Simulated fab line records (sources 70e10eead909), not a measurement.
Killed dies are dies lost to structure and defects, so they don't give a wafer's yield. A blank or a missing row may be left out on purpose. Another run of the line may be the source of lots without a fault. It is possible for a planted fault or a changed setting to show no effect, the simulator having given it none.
A lot that was struck, set against a sound lot    flow nand_harc    19 steps out of a route of 1302
Sound: the wafers L986.1, L986.4, L986.6. Wafers L993.1, L993.2, L993.4 were the ones struck. The cause is given at the end.
Order at every step that has rows: each side's tool, ch and its chambers, its first start. Under that, the readings that differ: sound wafers    struck wafers    difference of the means    sigmas: that difference in standard deviations of wafers without a fault.
alike: same words and numbers on both sides, and readings whose means sit less than 2 such deviations apart. not compared: any withheld reading, any reading some wafer has no value for, any bound like >300 that may hide the same value, and any number with overlapping values for which the record gives no deviation.
Wherever a step has rows on one side only, a row that says differs or no value, or a row with sigmas, the two part there. Numbers that don't overlap but have no deviation are shown without sigmas and don't part them. A reading that every wafer of one side lacks parts them only if that side has two wafers or more.

NHARC_P_ZERO_WELL_CD_MEAS_11: the cd target is 500 nm.
  sound on cd_sem-01 ch 0, day 1 21:14; struck on cd_sem-03 ch 0, day 4 19:14
  alike: cd_nm
then, 1 step without rows for these wafers: NHARC_P_ZERO_WELL_HARDBAKE_12 (time 65 s).
NHARC_P_ZERO_WELL_DESCUM_13: chemistry O2, time 3 s.
  sound on rie_diel-04 ch 0,1,2, day 1 21:25; struck on rie_diel-05 ch 1,2,3, day 4 19:24
  alike: drypump_motor_current_A, oes_product_au, rf_vpp_V, showerhead_plenum_p_Torr, throttle_valve_pct
  not compared: rf_hours_counter_h
NHARC_P_ZERO_WELL_ETCH_65: etches the open film in N2/H2, target depth 80 nm, overetch 24 nm, time 87.88 s.
  sound on rie_diel-04 ch 0,2, day 1 21:29; struck on rie_diel-05 ch 0,2,3, day 4 19:29
  alike: drypump_motor_current_A, oes_product_au, rf_vpp_V, showerhead_plenum_p_Torr, throttle_valve_pct
  not compared: rf_hours_counter_h
NHARC_P_ZERO_WELL_ETCH_62: etches the open film in CHF3/Ar, target depth 13 nm, time 6.5 s.
  sound: rie_diel-04 ch 2,3; struck: rie_diel-05 ch 0,2,3
  alike: drypump_motor_current_A, oes_product_au, rf_vpp_V, showerhead_plenum_p_Torr, throttle_valve_pct
  not compared: rf_hours_counter_h
NHARC_P_ZERO_WELL_ETCH_63: etches the open film in HBr/Cl2, target depth 120 nm, time 40.1 s.
  sound on rie_si-03 ch 0,3, day 1 21:40; struck on rie_si-03 ch 0,1,2, day 4 19:40
  alike: drypump_motor_current_A, oes_product_au, throttle_valve_pct
  not compared: rf_hours_counter_h
then, 6 steps without rows for these wafers: NHARC_P_ZERO_WELL_STRIP_15 (strips in SPM, time 900 s); NHARC_P_ZERO_WELL_DEHYDRATE_16 (time 120 s); NHARC_P_ZERO_WELL_HMDS_17 (time 30 s); NHARC_P_ZERO_WELL_COAT_18; NHARC_P_ZERO_WELL_SOFTBAKE_19 (time 95 s); NHARC_P_ZERO_WELL_EBR_20.
NHARC_P_ZERO_WELL_EXPOSE_21: exposes mask P NWELL, target cd 720 nm.
  sound on krf_scanner-01 ch 0, day 1 22:18; struck on krf_scanner-02 ch 0, day 4 20:26
reading  sound                          struck                                  difference  sigmas
mask     P_NWELL#0 P_NWELL#0 P_NWELL#0  P_NWELL_R1#0 P_NWELL_R1#0 P_NWELL_R1#0  differs     
then, 2 steps without rows for these wafers: NHARC_P_ZERO_WELL_PEB_22 (peb time 85 s); NHARC_P_ZERO_WELL_DEVELOP_23 (time 70 s).
NHARC_P_ZERO_WELL_CD_MEAS_24: the cd target is 720 nm.
  sound on cd_sem-01 ch 0, day 1 22:28; struck on cd_sem-01 ch 0, day 4 20:35
reading     sound              struck             difference  sigmas
cd_nm (nm)  717.2 719.4 718.7  696.8 700.7 699.8  -19.3       -11
then, 1 step without rows for these wafers: NHARC_P_ZERO_WELL_HARDBAKE_25 (time 80 s).
NHARC_P_ZERO_WELL_DESCUM_26: chemistry O2, time 3 s.
  sound on rie_diel-04 ch 0,1,2, day 1 22:38; struck on rie_diel-04 ch 0,1,2, day 4 20:46
reading                       sound              struck         difference  sigmas
model.P_ZERO_WELL.cd_nm (nm)  717.9 719.6 718.8  697 701 699.5  -20         
  alike: drypump_motor_current_A, oes_product_au, rf_vpp_V, showerhead_plenum_p_Torr, throttle_valve_pct
  not compared: rf_hours_counter_h
then, 1 step without rows for these wafers: NHARC_P_ZERO_WELL_IMPLANT_27.

## WHERE THEY PART
First at NHARC_P_ZERO_WELL_EXPOSE_21; last, within this record, at NHARC_P_ZERO_WELL_CD_MEAS_24. Later steps at which nothing parts them and some readings are alike: NHARC_P_ZERO_WELL_DESCUM_26.

WHY: the cause the simulator had injected
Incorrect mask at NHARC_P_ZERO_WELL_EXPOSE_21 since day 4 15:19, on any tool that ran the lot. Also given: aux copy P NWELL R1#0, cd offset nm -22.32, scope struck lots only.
